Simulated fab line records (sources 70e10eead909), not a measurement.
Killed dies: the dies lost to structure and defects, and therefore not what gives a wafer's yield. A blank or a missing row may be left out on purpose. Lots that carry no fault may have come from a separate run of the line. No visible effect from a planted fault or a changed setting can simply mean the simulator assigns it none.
Which tool was responsible? :: flow nand-harc :: 12 lots (36 wafers sampled), 1 step of a 1159-step route

== WHAT THE GAUGES SHOWED, per wafer ==
NHARC_P_ZERO_WELL_CD_MEAS_24 targets a cd of 720 nm.
lot: L075
measured: day 1 20:31
on: cd-sem-03
cd-nm (nm): 720.5 719.7 720.3

lot: L077
measured: day 2 08:28
on: cd-sem-01
cd-nm (nm): 718.6 719.1 720.2

lot: L079
measured: day 2 20:37
on: cd-sem-02
cd-nm (nm): 718.6 718.2 719.8

lot: L081
measured: day 3 08:35
on: cd-sem-03
cd-nm (nm): 717.8 719.5 718.2

lot: L083
measured: day 3 20:45
on: cd-sem-03
cd-nm (nm): 719.0 718.8 718.4

lot: L085
measured: day 4 08:34
on: cd-sem-02
cd-nm (nm): 719.7 721.3 719.9

lot: L087
measured: day 4 20:40
on: cd-sem-02
cd-nm (nm): 719.5 719.0 718.4

lot: L089
measured: day 5 08:35
on: cd-sem-01
cd-nm (nm): 721.1 720.6 721.0

lot: L091
measured: day 5 20:38
on: cd-sem-02
cd-nm (nm): 719.7 720.1 720.6

lot: L093
measured: day 6 08:38
on: cd-sem-02
cd-nm (nm): 718.7 719.9 719.1

lot: L095
measured: day 6 20:36
on: cd-sem-03
cd-nm (nm): 721.8 720.0 721.4

lot: L097
measured: day 7 08:36
on: cd-sem-03
cd-nm (nm): 720.0 717.0 717.8

== TOOL THAT RAN EACH LOT (tool first, then ch and the chambers of the sampled wafers, then the start) ==
Before these readings, the record contains no process step.

== THE ANSWER, worked out from the rows above alone ==
Rule: the usual values come from the lots themselves. The widest of any qualifying gaps counts: lots, ordered by their means at a reading, are off when they make up no more than a third of the lots, leave a main group of 4 or more, and stand apart from it by 3 or more times the standard deviation of that group's means. Not used: any main group whose means are identical at the precision the tables above print for the reading. Also off: a lot with no number at a reading for which 4 or more lots have one. Where the step has rows for the other lots, those lots are counted as sound.
Across all readings shown, no lot is off: no conclusion can be drawn from this.

== WHAT THE SIMULATOR HAD INSERTED ==
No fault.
